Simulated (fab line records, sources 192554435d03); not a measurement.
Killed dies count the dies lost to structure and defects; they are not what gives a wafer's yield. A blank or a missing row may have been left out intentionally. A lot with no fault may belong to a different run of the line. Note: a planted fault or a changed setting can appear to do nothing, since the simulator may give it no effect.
fab line records	flow n5-finfet
record lots=7	wafers=39
route steps=1938 shown WELL_APT@47 PMOS_HMC_CHANNEL_EPI@74 DUMMY_GATE@237 SD_EPI_P@312 HKMG_FIN@427 MOL_CONTACT_COAG@624
start-h: hours from the record's opening day to when the first of the lot's shown wafers began	wait-h: how many hours have passed since the lot's step before this one	" repeats the value in the row above	L1.1+2: a single row standing in for several wafers	- either no value or no given start	* or withheld: withheld	< > ~ a bound
route shown NAME@n: a module of which the file shows steps, and the number in the route of the first	usual: average and standard deviation across the fault-free wafers	same: alike in all rows	chamber/n: place in a boat	sites: per-site readings	_std_site: the standard deviation of these	_edge_site: outer sites' mean less inner sites'	radius-mm: for every site, how far away it sits from the centre of the wafer	mask NAME#n: copy n	behind: the last tool/chamber to shape the wafer	hold: reason for holding the lot/hours on hold/outcome of the hold	device: which transistor (n, p or np) failed to switch	end of line: the route-end tests of the same wafers	where a step has no rows: the recipe by itself	killed: dies lost to structure and defects at the first sort, not the wafer's yield	map: dies across one wafer; x = killed, . = not, _ = none there
set.NAME: the setting that was run; set.NAME@STEP: the one run at that earlier step	model.NAME: the simulator's own value behind a step, which no gauge read
lots where settings were altered on purpose, with a table for each step and a row for each wafer
## steps
# step N5_WELL_APT_IMPLANT_31
# recipe species=B	energy-kev=60	dose-cm2=1.5e+13	tilt-deg=0	rotation-deg=0
lot.wafer	tool	chamber	start-h	wait-h	set.energy-kev	model.implant.rp-nm	model.implant.drp-nm
L078.1+3+6	implanter-02	0	39.12	0.1	56.46	177.2	62.47
L078.2+4+5	"	0	"	"	60	187.4	64.53
L084.1+4+5	implanter-01	0	75.02	0.1	57.27	178.3	62.95
L084.2+3+6	"	0	"	"	60	186	64.53
L085.1+2+3+4+5+6	implanter-02	0	81.22	0.1	60	192.7	64.53
L089.1+2+3+4+5+6	implanter-02	0	105.52	0.1	60	193.3	64.53
L090.1+3+5	implanter-01	0	111.68	0.1	60	191.5	64.53
L090.2+4+6	"	0	"	"	66.5	222.3	68.05
L091.1+3+6	implanter-02	0	117.29	0.1	60	187.2	64.53
L091.2+4+5	"	0	"	"	54.2	170.5	61.09
L092.1+3+6	implanter-01	0	122.93	0.1	60	183.2	64.53
# step N5_PMOS_HMC_CHANNEL_EPI_FIN_RECESS_16
# recipe chemistry=HBr/Cl2	target=Si	mask-material=SiO2	target-depth-a=540	time-s=18	pressure-mtorr=10	icp-w=800	bias-w=75	HBr_flow_sccm=150	Cl2_flow_sccm=80
lot.wafer	tool	chamber	start-h	wait-h	set.time-s	model.PMOS_HMC_CHANNEL_EPI.feature-depth-nm	model.etch.depth-nm
L078.1	rie-si-02	0	41.68	0.0	18	53.52	53.52
L078.2	"	3	"	"	18.59	56.1	56.1
L078.3	"	2	"	"	18	54.32	54.32
L078.4	"	0	"	"	18	53.05	53.05
L078.5	"	3	"	"	18.59	56.68	56.68
L078.6	"	2	"	"	18.59	56.07	56.07
L084.1	rie-si-05	3	78.00	0.0	18	54.86	54.86
L084.2	"	2	"	"	18	53.45	53.45
L084.3	"	0	"	"	18	55.06	55.06
L084.4	"	1	"	"	18	54.03	54.03
L084.5	"	0	"	"	18	55.38	55.38
L084.6	"	3	"	"	18	55.19	55.19
L085.1	rie-si-04	2	83.76	0.0	18	53.73	53.73
L085.2	"	0	"	"	19.08	56.87	56.87
L085.3	"	1	"	"	18	54.96	54.96
L085.4	"	3	"	"	19.08	57.06	57.06
L085.5	"	0	"	"	19.08	57.1	57.1
L085.6	"	3	"	"	18	53.93	53.93
L089.1	rie-si-05	1	108.24	0.0	18	54.18	54.18
L089.2	"	0	"	"	18	54.36	54.36
L089.3	"	3	"	"	18	55.32	55.32
L089.4	"	2	"	"	18	53.63	53.63
L089.5	"	0	"	"	18	54.38	54.38
L089.6	"	3	"	"	18	54.77	54.77
L090.1	rie-si-04	0	114.42	0.0	17.2	51.37	51.37
L090.2	"	1	"	"	17.2	52.11	52.11
L090.3	"	2	"	"	17.2	51.54	51.54
L090.4	"	3	"	"	18	54.36	54.36
L090.5	"	0	"	"	18	53.74	53.74
L090.6	"	3	"	"	18	54.04	54.04
L091.1	rie-si-05	2	120.42	0.0	18	53.36	53.36
L091.2	"	1	"	"	17.06	51.27	51.27
L091.3	"	0	"	"	18	54.68	54.68
L091.4	"	3	"	"	18	54.9	54.9
L091.5	"	2	"	"	17.06	50.59	50.59
L091.6	"	3	"	"	17.06	52.05	52.05
L092.1	rie-si-02	1	125.66	0.0	18	53.03	53.03
L092.3	"	2	"	"	18	53.96	53.96
L092.6	"	0	"	"	18	52.83	52.83
# step N5_PMOS_HMC_CHANNEL_EPI_PRECLEAN_36
# recipe chemistry=O3/DIW	time-s=45	temp-c=22	o3-ppm=10
# step N5_PMOS_HMC_CHANNEL_EPI_PRECLEAN_18
# recipe chemistry=DHF	time-s=30	temp-c=25	dilution=withheld
# step N5_PMOS_HMC_CHANNEL_EPI_SRD_39
# recipe dry=ipa-marangoni	time-s=30	temp-c=23	rinse-liquid=diw
# step N5_PMOS_HMC_CHANNEL_EPI_CMP_21
# recipe material=SiGe30	post-cmp-clean=alkaline-brush	target-thk-nm=54
# step N5_PMOS_HMC_CHANNEL_EPI_THK_MEAS_22
# recipe reads=SiGe30_of_PMOS_HMC_CHANNEL_EPI_EPI_20
# usual HMC_CMP_THK=54.1/0.6
lot.wafer	tool	chamber	start-h	wait-h	set.time-s@PMOS_HMC_CHANNEL_EPI_FIN_RECESS_16	HMC_CMP_THK[nm]
L078.1	film-metro-02	-	43.48	-	18	53.6
L078.2	"	-	"	"	18.59	56.1
L078.3	"	-	"	"	18	54.4
L078.4	"	-	"	"	18	53.2
L078.5	"	-	"	"	18.59	56.7
L078.6	"	-	"	"	18.59	56.0
L084.1	film-metro-02	-	79.81	-	18	54.9
L084.2	"	-	"	"	18	53.5
L084.3	"	-	"	"	18	54.9
L084.4	"	-	"	"	18	54.0
L084.5	"	-	"	"	18	55.4
L084.6	"	-	"	"	18	55.2
L085.1	film-metro-01	-	85.60	-	18	53.9
L085.2	"	-	"	"	19.08	56.9
L085.3	"	-	"	"	18	55.1
L085.4	"	-	"	"	19.08	57.1
L085.5	"	-	"	"	19.08	57.2
L085.6	"	-	"	"	18	54.0
L089.1	film-metro-01	-	110.45	-	18	54.3
L089.2	"	-	"	"	18	54.3
L089.3	"	-	"	"	18	55.4
L089.4	"	-	"	"	18	53.5
L089.5	"	-	"	"	18	54.4
L089.6	"	-	"	"	18	54.8
L090.1	film-metro-01	-	116.64	-	17.2	51.3
L090.2	"	-	"	"	17.2	52.0
L090.3	"	-	"	"	17.2	51.4
L090.4	"	-	"	"	18	54.2
L090.5	"	-	"	"	18	53.5
L090.6	"	-	"	"	18	54.1
L091.1	film-metro-02	-	122.62	-	18	53.4
L091.2	"	-	"	"	17.06	51.2
L091.3	"	-	"	"	18	54.5
L091.4	"	-	"	"	18	54.7
L091.5	"	-	"	"	17.06	50.6
L091.6	"	-	"	"	17.06	52.0
L092.1	film-metro-01	-	127.87	-	18	53.1
L092.3	"	-	"	"	18	53.9
L092.6	"	-	"	"	18	53.0
# step N5_DUMMY_GATE_ETCH_37
# recipe chemistry=N2/H2	target=SOC	target-depth-a=600	overetch-a=300	temp-c=40	ion-energy-ev=200	pressure-mtorr=30	source-w=840	bias-w=150	n2-flow-sccm=200	h2-flow-sccm=200
# usual rf-vpp-V=525.8/2.2
lot.wafer	tool	chamber	start-h	wait-h	set.source-w	rf-vpp-V	model.SiARC_of_DUMMY_GATE_COAT_35.thk-nm
L078.1	rie-diel-02	0	72.07	0.0	696.3	561.8	5.6
L078.2	"	3	"	"	696.3	561.2	5.6
L078.3	"	2	"	"	840	527.0	5
L078.4	"	1	"	"	696.3	561.0	5.6
L078.5	"	2	"	"	840	527.7	5
L078.6	"	3	"	"	840	528.5	5
L084.1	rie-diel-02	0	108.10	0.0	840	527.2	5
L084.2	"	1	"	"	840	528.1	5
L084.3	"	2	"	"	840	526.9	4.8
L084.4	"	3	"	"	840	528.1	5
L084.5	"	0	"	"	840	526.5	5
L084.6	"	3	"	"	840	527.6	5
L085.1	rie-diel-02	3	111.95	0.0	840	529.6	5
L085.2	"	1	"	"	840	526.7	5
L085.3	"	2	"	"	840	529.3	4.8
L085.4	"	0	"	"	840	527.6	5
L085.5	"	2	"	"	840	527.6	4.8
L085.6	"	1	"	"	840	526.8	5
L089.1	rie-diel-04	3	138.68	0.0	840	525.6	5
L089.2	"	0	"	"	840	525.1	5
L089.3	"	2	"	"	840	521.4	5.2
L089.4	"	1	"	"	840	519.9	5
L089.5	"	0	"	"	840	526.6	5.2
L089.6	"	1	"	"	840	519.5	5
L090.1	rie-diel-02	3	147.01	0.0	690	564.2	5.6
L090.2	"	2	"	"	840	527.2	5
L090.3	"	0	"	"	840	526.7	5
L090.4	"	1	"	"	690	561.6	5.6
L090.5	"	0	"	"	840	526.1	5.2
L090.6	"	1	"	"	690	562.9	5.6
L091.1	rie-diel-01	0	148.86	0.0	840	527.9	5
L091.2	"	3	"	"	840	525.7	5
L091.3	"	2	"	"	840	524.8	5
L091.4	"	1	"	"	840	525.8	5
L091.5	"	3	"	"	840	524.8	5.2
L091.6	"	0	"	"	840	527.3	5
L092.1	rie-diel-04	0	155.21	0.0	840	525.6	5
L092.3	"	2	"	"	840	524.4	5.2
L092.6	"	2	"	"	840	524.2	5
# step N5_SD_EPI_P_ETCH_16
# recipe chemistry=CHF3/O2	target=SiO2	target-depth-a=50	mask-material=SOC	pressure-mtorr=30	source-w=650	bias-w=170	Ar_flow_sccm=200	CHF3_flow_sccm=50	O2_flow_sccm=5	ion-energy-ev=200
lot.wafer	tool	chamber	start-h	wait-h	set.target-depth-a	model.etch.depth-nm
L078.1	rie-diel-02	2	79.29	0.1	50	5.015
L078.2	"	3	"	"	50	4.949
L078.3	"	1	"	"	50	4.961
L078.4	"	0	"	"	50	4.909
L078.5	"	0	"	"	50	4.934
L078.6	"	3	"	"	50	4.944
L084.1	rie-diel-01	2	115.90	0.1	50	4.999
L084.2	"	1	"	"	50	4.874
L084.3	"	3	"	"	54.42	5.421
L084.4	"	2	"	"	54.42	5.412
L084.5	"	1	"	"	50	4.88
L084.6	"	3	"	"	54.42	5.357
L085.1	rie-diel-04	3	119.75	0.1	50	5.009
L085.2	"	1	"	"	50	4.986
L085.3	"	0	"	"	50	4.886
L085.4	"	2	"	"	53.45	5.263
L085.5	"	1	"	"	53.45	5.372
L085.6	"	2	"	"	53.45	5.282
L089.1	rie-diel-01	3	145.88	0.1	50	4.94
L089.2	"	1	"	"	50	4.85
L089.3	"	2	"	"	50	4.946
L089.4	"	0	"	"	50	4.916
L089.5	"	1	"	"	50	4.864
L089.6	"	2	"	"	50	4.991
L090.1	rie-diel-04	2	154.47	0.1	50	4.897
L090.2	"	0	"	"	50	4.86
L090.3	"	1	"	"	53.11	5.303
L090.4	"	3	"	"	53.11	5.339
L090.5	"	2	"	"	53.11	5.261
L090.6	"	1	"	"	50	4.963
L091.1	rie-diel-01	3	156.47	0.1	50	4.921
L091.2	"	1	"	"	50	4.899
L091.3	"	0	"	"	50	5.064
L091.4	"	2	"	"	50	5.037
L091.5	"	3	"	"	50	5.003
L091.6	"	0	"	"	50	4.98
L092.1	rie-diel-04	2	162.58	0.1	50	4.865
L092.3	"	0	"	"	50	4.877
L092.6	"	1	"	"	50	4.952
# step N5_HKMG_FIN_EXPOSE_09
# recipe mask-id=NWFM	na=1.35	source-shape=conventional	sigma-outer=0.8	polarization=unpolarized	dose-mj=39.25
lot.wafer	tool	chamber	start-h	wait-h	mask	set.dose-mj
L078.1+2+3+4+5+6	arfi-scanner-01	0	99.85	-	NWFM#0	39.25
L084.1+3+6	arfi-scanner-02	0	135.71	-	NWFM#0	40.29
L084.2+4+5	"	0	"	"	NWFM#0	39.25
L085.1+2+3+4+5+6	arfi-scanner-03	0	139.81	-	NWFM#0	39.25
L089.1+2+5	arfi-scanner-02	0	165.15	-	NWFM#0	39.25
L089.3+4+6	"	0	"	"	NWFM#0	36.53
L090.1+2+3+4+5+6	arfi-scanner-03	0	174.69	-	NWFM#0	39.25
L091.1+2+6	arfi-scanner-02	0	177.62	-	NWFM#0	40.35
L091.3+4+5	"	0	"	"	NWFM#0	39.25
L092.1+3+6	arfi-scanner-02	0	182.87	-	NWFM#0	39.25
# step N5_HKMG_FIN_PEB_10
# recipe peb-temp-c=withheld	peb-time-s=60	resist=CAR-ArF
# step N5_HKMG_FIN_DEVELOP_11
# recipe develop-time-s=30	developer=TMAH	resist=CAR-ArF	dev-temp-c=23	rinse-liquid=diw	dry=air-spin
# step N5_HKMG_FIN_CD_MEAS_12
# recipe target-cd-nm=92.8	landing-energy-ev=500	detector=se-inlens
# usual cd-nm=92.6/0.56
lot.wafer	tool	chamber	start-h	wait-h	set.dose-mj@HKMG_FIN_EXPOSE_09	cd-nm
L078.1	cd-sem-03	0	99.97	-	39.25	92.9
L078.2	"	0	"	"	39.25	92.4
L078.3	"	0	"	"	39.25	93.4
L078.4	"	0	"	"	39.25	93.2
L078.5	"	0	"	"	39.25	91.9
L078.6	"	0	"	"	39.25	92.7
L084.1	cd-sem-02	0	135.83	-	40.29	94.2
L084.2	"	0	"	"	39.25	92.6
L084.3	"	0	"	"	40.29	94.2
L084.4	"	0	"	"	39.25	92.4
L084.5	"	0	"	"	39.25	92.9
L084.6	"	0	"	"	40.29	94.9
L085.1	cd-sem-01	0	139.94	-	39.25	92.5
L085.2	"	0	"	"	39.25	92.9
L085.3	"	0	"	"	39.25	93.2
L085.4	"	0	"	"	39.25	92.9
L085.5	"	0	"	"	39.25	93.5
L085.6	"	0	"	"	39.25	93.2
L089.1	cd-sem-02	0	165.27	-	39.25	93.5
L089.2	"	0	"	"	39.25	93.4
L089.3	"	0	"	"	36.53	88.2
L089.4	"	0	"	"	36.53	88.2
L089.5	"	0	"	"	39.25	92.9
L089.6	"	0	"	"	36.53	88.2
L090.1	cd-sem-03	0	174.81	-	39.25	92.7
L090.2	"	0	"	"	39.25	91.7
L090.3	"	0	"	"	39.25	92.6
L090.4	"	0	"	"	39.25	92.0
L090.5	"	0	"	"	39.25	91.8
L090.6	"	0	"	"	39.25	92.1
L091.1	cd-sem-02	0	177.75	-	40.35	93.9
L091.2	"	0	"	"	40.35	93.4
L091.3	"	0	"	"	39.25	92.2
L091.4	"	0	"	"	39.25	92.2
L091.5	"	0	"	"	39.25	92.0
L091.6	"	0	"	"	40.35	93.6
L092.1	cd-sem-02	0	182.99	-	39.25	92.8
L092.3	"	0	"	"	39.25	92.8
L092.6	"	0	"	"	39.25	93.3
# step N5_HKMG_FIN_ETCH_35
# recipe chemistry=N2/H2	target=SOC	target-depth-a=2158	ion-energy-ev=65	bias-w=5	source-w=3000	time-s=243.4	pressure-mtorr=30	n2-flow-sccm=200	h2-flow-sccm=200
# usual rf-vpp-V=141.7/1
lot.wafer	tool	chamber	start-h	wait-h	set.source-w	rf-vpp-V	model.HKMG_FIN.feature-depth-nm	model.SOC_of_HKMG_FIN_COAT_29.thk-nm	model.etch.depth-nm
L078.1	rie-diel-03	3	100.36	0.0	3000	142.3	216.8	83.4	216.9
L078.2	"	0	"	"	3000	143.3	215.6	84	215.6
L078.3	"	1	"	"	3000	142.7	218.6	80.8	218.6
L078.4	"	2	"	"	3000	140.3	217	82.4	217
L078.5	"	3	"	"	3000	141.7	216.4	82.8	216.3
L078.6	"	2	"	"	3000	140.9	216	83.6	215.9
L084.1	rie-diel-03	0	136.25	0.0	3000	140.7	214.4	86.2	214.4
L084.2	"	2	"	"	2819	144.3	206.6	94.8	206.5
L084.3	"	3	"	"	3000	143.5	216.4	85.2	216.3
L084.4	"	1	"	"	3000	142.7	218.8	81.2	218.9
L084.5	"	0	"	"	2819	145.2	201.6	99.4	201.7
L084.6	"	3	"	"	2819	146.0	207.4	94.2	207.4
L085.1	rie-diel-06	1	140.33	0.0	3180	137.8	231	68.6	231.1
L085.2	"	3	"	"	3000	139.9	217.2	82.6	217.2
L085.3	"	2	"	"	3180	139.5	226	75.2	226
L085.4	"	0	"	"	3000	140.0	212.2	89.6	212.3
L085.5	"	1	"	"	3180	138.2	230.2	70.4	230.2
L085.6	"	2	"	"	3000	140.6	217.2	83.6	217.2
L089.1	rie-diel-06	0	166.03	0.0	3000	140.8	214.4	87.4	214.4
L089.2	"	3	"	"	3000	141.1	218.4	84.2	218.5
L089.3	"	2	"	"	3000	141.6	218	83.2	218
L089.4	"	1	"	"	3000	142.5	220.6	80.4	220.7
L089.5	"	2	"	"	3000	142.2	218	84.4	217.9
L089.6	"	1	"	"	3000	143.6	217.6	83.8	217.5
L090.1	rie-diel-05	3	175.20	0.0	3000	142.4	216.4	84.4	216.4
L090.2	"	0	"	"	3000	142.3	212	89	212.1
L090.3	"	2	"	"	3000	142.5	208.2	93.8	208.2
L090.4	"	0	"	"	3000	144.1	212	89.6	212
L090.5	"	2	"	"	3000	141.9	209.6	91.6	209.5
L090.6	"	3	"	"	3000	141.2	214.4	87.2	214.4
L091.1	rie-diel-05	2	178.14	0.0	2490	152.2	178.6	121.6	178.6
L091.2	"	3	"	"	3000	143.2	216	83.6	215.9
L091.3	"	0	"	"	2490	151.9	182.2	117.8	182.3
L091.4	"	3	"	"	3000	140.5	216	83.4	216
L091.5	"	0	"	"	2490	152.4	181	118.4	181
L091.6	"	2	"	"	3000	142.0	207	92.2	206.9
L092.1	rie-diel-03	1	183.38	0.0	3000	142.4	216.2	85.6	216.3
L092.3	"	0	"	"	3000	142.2	212.8	88.8	212.7
L092.6	"	0	"	"	3000	140.6	212.6	88.8	212.5
# step N5_MOL_CONTACT_COAG_CVD_140
# recipe material=W	target-thk-a=665	mode=selective-fill	temp-c=300	time-s=215
lot.wafer	tool	chamber	start-h	wait-h	set.target-thk-a	model.W_of_MOL_CONTACT_COAG_CVD_140.thk-nm
L078.1	cvd-w-02	0	125.05	0.1	665	66.8
L078.2	"	1	"	"	703.1	69.8
L078.3	"	0	"	"	665	66
L078.4	"	1	"	"	703.1	70
L078.5	"	1	"	"	665	66.6
L078.6	"	0	"	"	703.1	71
L084.1+3+4	cvd-w-01	1,0,1	162.47	0.1	665	66
L084.2	"	0	"	"	665	65.6
L084.5	"	1	"	"	665	66.2
L084.6	"	0	"	"	665	65.8
L085.1	cvd-w-02	1	168.28	0.1	665	67.4
L085.2+4	"	0,1	"	"	665	66.6
L085.3	"	0	"	"	665	67.2
L085.5	"	0	"	"	665	66.8
L085.6	"	1	"	"	665	67
L089.1	cvd-w-02	0	193.32	0.1	665	67.4
L089.2+5	"	1,0	"	"	665	66.8
L089.3	"	1	"	"	665	66.4
L089.4	"	0	"	"	665	67.2
L089.6	"	1	"	"	665	66.6
L090.1	cvd-w-01	1	204.69	0.1	665	67.2
L090.2	"	0	"	"	578.1	58.6
L090.3	"	1	"	"	578.1	58.2
L090.4	"	0	"	"	665	66.8
L090.5	"	0	"	"	665	67.4
L090.6	"	1	"	"	578.1	58.4
L091.1+5	cvd-w-02	1	205.13	0.1	711.2	70.4
L091.2	"	0	"	"	711.2	70.2
L091.3	"	0	"	"	665	66
L091.4	"	1	"	"	665	66.8
L091.6	"	0	"	"	665	65.6
L092.1	cvd-w-02	0	208.00	0.1	665	66.4
L092.3	"	0	"	"	665	65.6
L092.6	"	1	"	"	665	65.4
## key
split step=N5_WELL_APT_IMPLANT_31	setting=energy-kev	stated=60	by=wafer
response step=N5_WELL_APT_IMPLANT_31	reading=model.implant.rp-nm	change=+2.22	per=1%	r=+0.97
response step=N5_WELL_APT_IMPLANT_31	reading=model.implant.drp-nm	change=+0.341	per=1%	r=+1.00
split step=N5_PMOS_HMC_CHANNEL_EPI_FIN_RECESS_16	setting=time-s	stated=18	by=wafer
response step=N5_PMOS_HMC_CHANNEL_EPI_FIN_RECESS_16	reading=model.PMOS_HMC_CHANNEL_EPI.feature-depth-nm	change=+0.552	per=1%	r=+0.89
response step=N5_PMOS_HMC_CHANNEL_EPI_FIN_RECESS_16	reading=model.etch.depth-nm	change=+0.552	per=1%	r=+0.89
response step=N5_PMOS_HMC_CHANNEL_EPI_THK_MEAS_22	reading=HMC_CMP_THK	change=+0.539	per=1%	r=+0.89
split step=N5_DUMMY_GATE_ETCH_37	setting=source-w	stated=840	by=wafer
response step=N5_DUMMY_GATE_ETCH_37	reading=rf-vpp-V	change=-2	per=1%	r=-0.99
response step=N5_DUMMY_GATE_ETCH_37	reading=model.SiARC_of_DUMMY_GATE_COAT_35.thk-nm	change=-0.0324	per=1%	r=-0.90
split step=N5_SD_EPI_P_ETCH_16	setting=target-depth-a	stated=50	by=wafer
response step=N5_SD_EPI_P_ETCH_16	reading=model.etch.depth-nm	change=+0.0552	per=1%	r=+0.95
split step=N5_HKMG_FIN_EXPOSE_09	setting=dose-mj	stated=39.25	by=wafer
response step=N5_HKMG_FIN_CD_MEAS_12	reading=cd-nm	change=+0.704	per=1%	r=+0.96
split step=N5_HKMG_FIN_ETCH_35	setting=source-w	stated=3000	by=wafer
response step=N5_HKMG_FIN_ETCH_35	reading=rf-vpp-V	change=-0.558	per=1%	r=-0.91
response step=N5_HKMG_FIN_ETCH_35	reading=model.HKMG_FIN.feature-depth-nm	change=+1.94	per=1%	r=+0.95
response step=N5_HKMG_FIN_ETCH_35	reading=model.SOC_of_HKMG_FIN_COAT_29.thk-nm	change=-1.98	per=1%	r=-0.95
response step=N5_HKMG_FIN_ETCH_35	reading=model.etch.depth-nm	change=+1.94	per=1%	r=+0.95
split step=N5_MOL_CONTACT_COAG_CVD_140	setting=target-thk-a	stated=665	by=wafer
response step=N5_MOL_CONTACT_COAG_CVD_140	reading=model.W_of_MOL_CONTACT_COAG_CVD_140.thk-nm	change=+0.655	per=1%	r=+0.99
